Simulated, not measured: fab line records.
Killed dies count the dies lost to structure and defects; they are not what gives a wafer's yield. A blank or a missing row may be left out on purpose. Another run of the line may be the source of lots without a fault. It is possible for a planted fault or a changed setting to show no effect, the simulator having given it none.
Lot-split experiment -- flow n5 finfet -- 7 lots, 21 wafers read, on a route of 1938 steps

THE SPLIT
At N5_BEOL_M14_ILD_DEP_00 (deposits SiO2 from TEOS/O2, target thk 1119.3 nm, time 237.4 s), the setting time s was moved away from the recipe's 237.4 s on 10 of the 21 wafers read, by -14.0% to +14.9%. The other wafers ran this setting at the recipe's value.

Between the split and the reading, the file records no step.

THE READING
M14_ILD_THK (nm), taken at N5_BEOL_M14_THK_MEAS_01. On this fab line, fault-free wafers typically give 1112 nm with a standard deviation of 15 nm.

wafer,"tool, chamber at the split","time s as run, s",against the recipe,"M14_ILD_THK, nm",against lot-mates on the recipe
L077.2,"pecvd-01, 0",205.6,-13.4%,976,-158
L077.4,"pecvd-01, 1",205.6,-13.4%,971,-163
L077.6,"pecvd-01, 0",237.4,recipe,1134,-
L079.4,"pecvd-03, 1",272.7,+14.9%,1283,+154
L079.5,"pecvd-03, 0",237.4,recipe,1134,-
L079.6,"pecvd-03, 2",237.4,recipe,1123,-
L074.3,"pecvd-03, 1",237.4,recipe,1093,-
L074.4,"pecvd-03, 1",237.4,recipe,1115,-
L074.6,"pecvd-03, 2",237.4,recipe,1124,-
L082.1,"pecvd-04, 2",214.8,-9.5%,984,-125
L082.5,"pecvd-04, 1",214.8,-9.5%,1018,-91
L082.6,"pecvd-04, 2",237.4,recipe,1109,-
L085.3,"pecvd-01, 1",207.2,-12.7%,955,-160
L085.4,"pecvd-01, 2",237.4,recipe,1123,-
L085.6,"pecvd-01, 0",237.4,recipe,1108,-
L087.4,"pecvd-01, 0",227.7,-4.1%,1078,-48
L087.5,"pecvd-01, 1",227.7,-4.1%,1075,-51
L087.6,"pecvd-01, 2",237.4,recipe,1126,-
L092.1,"pecvd-01, 1",204.2,-14.0%,956,-175
L092.4,"pecvd-01, 2",204.2,-14.0%,971,-160
L092.5,"pecvd-01, 0",237.4,recipe,1131,-

THE FIT
A straight line over all 21 wafers: M14_ILD_THK changes by +11.4 nm for each +1% of time s; r = +0.99; the points scatter about the line by 13 nm.
The same after taking each lot's own level away (the mean of its wafers on the recipe; 21 wafers): +11.6 nm for each +1%; r = +0.99; scatter 10 nm.
Per that fit: largest time s move, reading shift of 1.7e+02 nm.
Measured against the standard deviation above, the lots' own levels, which go from 1109.0 to 1134.0 nm, span 1.7 times it.
The two slopes agree, so the slope changes little with the lot-to-lot level.
Check: for one of the wafers moved furthest among these (+14.9%), held out of the fit, the line's prediction against its lot-mates is +178 nm. Against them it came out at +154 nm.

ADDITIONAL SPLITS CARRIED BY THESE WAFERS
Note: prior to the reading, these wafers also went through further splits. Each is held against what the fit with the lots' levels taken away leaves over:
other split on the same wafers,wafers away from the commonest value,r with M14_ILD_THK (lot level and that fit taken away)
N5_BEOL_M13_EXPOSE_07 dose mj,8,+0.14

THE WHOLE CHAIN: every reading that the file lists as answering this split, in the file's order
step,what it does,reading,change (the file's fit),r (the file's)
N5_BEOL_M14_ILD_DEP_00,"deposits SiO2 from TEOS/O2, target thk 1119.3 nm, time 237.4 s","SiO2_of_BEOL_M14_ILD_DEP_00.thk nm (the simulator's own value, which no gauge read)",+11.7 nm for each +1% of the setting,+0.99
N5_BEOL_M14_THK_MEAS_01,,M14_ILD_THK,+11.6 for each +1% of the setting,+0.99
N5_BEOL_M14_VIA_ETCH_16,"etches SiO2 in C4F8/O2/Ar, target depth 1231.3 nm","etch.depth nm (the simulator's own value, which no gauge read)",+11.7 nm for each +1% of the setting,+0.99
N5_BEOL_M14_VIA_ETCH_16,"etches SiO2 in C4F8/O2/Ar, target depth 1231.3 nm","coat_of_BEOL_M14_COAT_04.thk nm (the simulator's own value, which no gauge read)",-2.75 nm for each +1% of the setting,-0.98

FILE'S OWN FIT
M14_ILD_THK changes by +11.6 nm for each +1% of time s, r = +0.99.
